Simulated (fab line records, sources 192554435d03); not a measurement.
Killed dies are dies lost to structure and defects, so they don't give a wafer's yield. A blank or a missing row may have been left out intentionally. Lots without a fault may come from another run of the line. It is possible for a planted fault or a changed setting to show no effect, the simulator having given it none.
Matching of chambers	flow n5-finfet	4 sister chambers for N5_BEOL_M1_VIA_ETCH_34 on rie-diel-02
The step etches the open film in C4F6/O2, target depth 67.8 nm, time 64.4 s. 4 wafers are shown with their chamber, then 12 later ones without.

## EACH WAFER AND ITS CHAMBER
wafer	chamber	showerhead-plenum-p-Torr (Torr)
L090.4	0	2.84
L089.2	3	2.72
L089.4	1	2.93
L089.5	2	2.81

## WAFERS WITH NO CHAMBER GIVEN
wafer	showerhead-plenum-p-Torr (Torr)
L091.2	2.81
L091.4	2.72
L091.5	2.84
L095.3	2.80
L095.4	2.93
L095.5	2.93
L097.2	2.83
L097.4	2.93
L097.6	2.71
L096.2	2.71
L096.3	2.83
L096.5	2.83

## EACH ONE'S CHAMBER
wafer	from the rows above	in truth
L091.2	2	2
L091.4	3	3
L091.5	0	0
L095.3	2	2
L095.4	1	1
L095.5	1	1
L097.2	can't be placed: 0 or 2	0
L097.4	1	1
L097.6	3	3
L096.2	3	3
L096.3	can't be placed: 0 or 2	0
L096.5	can't be placed: 0 or 2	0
Correctly placed: 9 of 12. From these rows, 3 cannot be placed; in 3 the true chamber is one of the candidates. Placed wrongly: 0.
How it was worked out, from the rows above alone: a wafer's distance from a chamber is the root of the sum, over the readings, of the square of ((its reading less the chamber's mean) divided by the reading's scatter). The wafer belongs to the nearest chamber; if the next one is less than 2 further off, it can't be placed. The mean given for a chamber averages the wafers shown for that chamber. The scatter (one wafer shown for each chamber): square how far every hidden wafer sits from the nearest shown wafer, average those squares and take the square root.
